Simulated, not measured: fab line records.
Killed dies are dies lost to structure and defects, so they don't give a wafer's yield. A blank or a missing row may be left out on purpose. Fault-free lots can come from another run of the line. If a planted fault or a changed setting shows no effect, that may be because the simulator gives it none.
Comparing a struck lot with a sound one + flow nandHarc + 11 out of 1302 route steps
Sound: the wafers L187.1, L187.2, L187.3. Wafers L189.1, L189.3, L189.6 were the ones struck. At the end, the cause is stated.
At each step with rows: each side's tool, then ch and its chambers, then its first start. Under that, the readings that differ: sound wafers + struck wafers + difference of the means + sigmas: that difference in standard deviations of wafers without a fault.
alike: same words and numbers on both sides, and readings whose means sit less than 2 such deviations apart. not compared: any withheld reading, any reading some wafer has no value for, any bound like >300 that may hide the same value, and any number with overlapping values for which the record gives no deviation.
A row with sigmas, a row that says differs or no value, or rows on one side alone: a step with any of these is where the two part. When numbers do not overlap yet have no deviation, they are printed without sigmas and do not part them. A reading missing from all wafers of one side parts the sides only when that side holds two or more wafers.

first, 1 step without rows for these wafers: NHARC_A_WL_FILL_CVD_23 (deposits poly-Si, target thk 40 nm, time 800 s).
NHARC_A_WL_FILL_ETCHBACK_26: etches the open film in HBr, target depth 52 nm, time 13.3 s.
  sound on rieSi-01 ch 0,1,2, day 21 14:05; struck on rieSi-05 ch 0,1, day 22 07:28
  alike: biasW, drypumpMotorCurrentA, oesProductAu, throttleValvePct
  not compared: rfHoursCounterH
then, 2 steps without rows for these wafers: NHARC_A_WL_FILL_PRECLEAN_30 (cleans in dHF, time 10 s); NHARC_A_WL_FILL_SRD_14.
NHARC_A_WL_FILL_ALD_19: deposits TiN, target thk 2 nm, pulse time 3 s, ald cycles 100.
  sound on aldMetal-02 ch 0,1,3, day 21 14:21; struck on aldMetal-01 ch 1,2,3, day 22 07:44
  alike: heaterPowerW, precursorPulseHeightRel
NHARC_A_WL_FILL_CVD_20: deposits W, target thk 100 nm, time 74 s.
  sound on cvdW-01 ch 0,1; struck on cvdW-02 ch 0,1
| reading          | sound       | struck      | difference | sigmas |
|------------------|-------------|-------------|------------|--------|
| heaterPowerW (W) | 777 805 791 | 716 749 737 | -57        | -2     |
  alike: throttleValvePct
NHARC_A_WL_FILL_CMP_12: polishes, t overpolish 30 s, target thk 100 nm.
  sound on cmp-02 ch 1,2,3, day 21 14:46; struck on cmp-01 ch 0,3, day 22 08:07
| reading         | sound             | struck            | difference | sigmas |
|-----------------|-------------------|-------------------|------------|--------|
| slurryFlowMlMin | 150.1 150.8 150.3 | 149.6 149.2 148.9 | -1.2       | -2     |
  alike: motorCurrentA, overpolishRunS, timeToEndpointS
after that, 1 step had no rows for these wafers: NHARC_A_WL_FILL_SRD_31.
NHARC_A_WL_FILL_INSPECT_15:
  sound on defectInspect-01 at day 21 15:13; struck on defectInspect-01 at day 22 08:35
  alike: rawDefectCount
NHARC_A_CONTACT_DEP_24: deposits SiO2, target thk 500 nm.
  sound on pecvd-03 ch 0,1,2, day 21 15:17; struck on pecvd-03 ch 0,2, day 22 09:20
  alike: flowSccm, heaterPowerW, throttleValvePct
NHARC_END_SORT_01:
  the record has rows for the sound wafers here (prober-01 ch 0, day 25 04:43) and none for the struck ones

## WHERE THEY PART
Earliest at NHARC_A_WL_FILL_CVD_20; latest, in this record, at NHARC_END_SORT_01.

WHY: what had been put in by the simulator
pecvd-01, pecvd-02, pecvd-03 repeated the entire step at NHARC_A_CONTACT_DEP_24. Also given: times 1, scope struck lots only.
